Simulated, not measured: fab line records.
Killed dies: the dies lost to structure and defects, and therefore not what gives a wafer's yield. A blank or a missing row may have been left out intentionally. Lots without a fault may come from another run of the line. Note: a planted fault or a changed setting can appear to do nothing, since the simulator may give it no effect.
Chamber matching + flow n5 finfet + rie diel-02 running N5_BEOL_M3_DESCUM_33: 4 sister chambers
The step chemistry O2, time 7 s. 16 wafers are shown with their chamber, then 8 later ones without.

## WAFERS WITH THEIR CHAMBER
| wafer  | chamber | showerhead plenum p Torr (Torr) | drypump motor current A (A) | throttle valve pct (%) |
|--------|---------|---------------------------------|-----------------------------|------------------------|
| L075.1 | 0       | 2.08                            | 6.0                         | 20.6                   |
| L075.3 | 1       | 2.16                            | 5.9                         | 20.6                   |
| L075.5 | 0       | 2.08                            | 6.0                         | 20.6                   |
| L079.1 | 0       | 2.08                            | 6.0                         | 20.6                   |
| L079.2 | 3       | 2.23                            | 5.4                         | 20.3                   |
| L079.3 | 2       | 2.09                            | 5.6                         | 21.0                   |
| L079.4 | 1       | 2.16                            | 5.9                         | 20.6                   |
| L079.5 | 2       | 2.09                            | 5.6                         | 21.0                   |
| L079.6 | 1       | 2.16                            | 5.9                         | 20.6                   |
| L083.1 | 0       | 2.08                            | 6.1                         | 20.6                   |
| L083.2 | 1       | 2.16                            | 5.8                         | 20.6                   |
| L083.3 | 3       | 2.23                            | 5.4                         | 20.3                   |
| L088.2 | 1       | 2.16                            | 5.8                         | 20.7                   |
| L088.3 | 2       | 2.09                            | 5.6                         | 20.6                   |
| L088.6 | 0       | 2.07                            | 6.0                         | 20.6                   |
| L091.1 | 0       | 2.07                            | 6.0                         | 20.7                   |

SIGNATURES (averages over the wafers above)
| reading                  | chamber 0 | chamber 1 | chamber 2 | chamber 3 | scatter within a chamber |
|--------------------------|-----------|-----------|-----------|-----------|--------------------------|
| showerhead plenum p Torr | 2.0767    | 2.1600    | 2.0900    | 2.2300    | 0.00333                  |
| drypump motor current A  | 6.017     | 5.860     | 5.600     | 5.400     | 0.0412                   |
| throttle valve pct       | 20.617    | 20.620    | 20.867    | 20.300    | 0.101                    |
Rule: for a wafer and a chamber, the distance is found by dividing, reading by reading, the gap between the wafer's reading and the chamber's mean by the reading's scatter, squaring, summing and taking the root. If the next closest chamber is less than 2 further off than the closest, the wafer can't be placed; otherwise it belongs to the closest. The scatter is the square root of a quotient: the sum, over the shown wafers, of each reading's squared deviation from its chamber's mean, divided by wafers minus chambers.

## WAFERS WITHOUT THEIR CHAMBER
| wafer  | showerhead plenum p Torr (Torr) | drypump motor current A (A) | throttle valve pct (%) |
|--------|---------------------------------|-----------------------------|------------------------|
| L091.3 | 2.16                            | 5.8                         | 20.6                   |
| L091.4 | 2.16                            | 5.8                         | 20.6                   |
| L093.1 | 2.15                            | 5.9                         | 20.7                   |
| L093.2 | 2.22                            | 5.4                         | 20.3                   |
| L093.3 | 2.09                            | 5.7                         | 20.6                   |
| L093.4 | 2.07                            | 6.1                         | 20.6                   |
| L093.5 | 2.07                            | 6.0                         | 20.7                   |
| L093.6 | 2.16                            | 5.9                         | 20.6                   |

## THE CHAMBER EACH PASSED THROUGH
| wafer  | from the rows above | in truth |
|--------|---------------------|----------|
| L091.3 | 1                   | 1        |
| L091.4 | 1                   | 1        |
| L093.1 | 1                   | 1        |
| L093.2 | 3                   | 3        |
| L093.3 | 2                   | 2        |
| L093.4 | 0                   | 0        |
| L093.5 | 0                   | 0        |
| L093.6 | 1                   | 1        |
Correct placement for 8 of the 8. Not placeable from these rows: 0. Wrongly placed: 0.
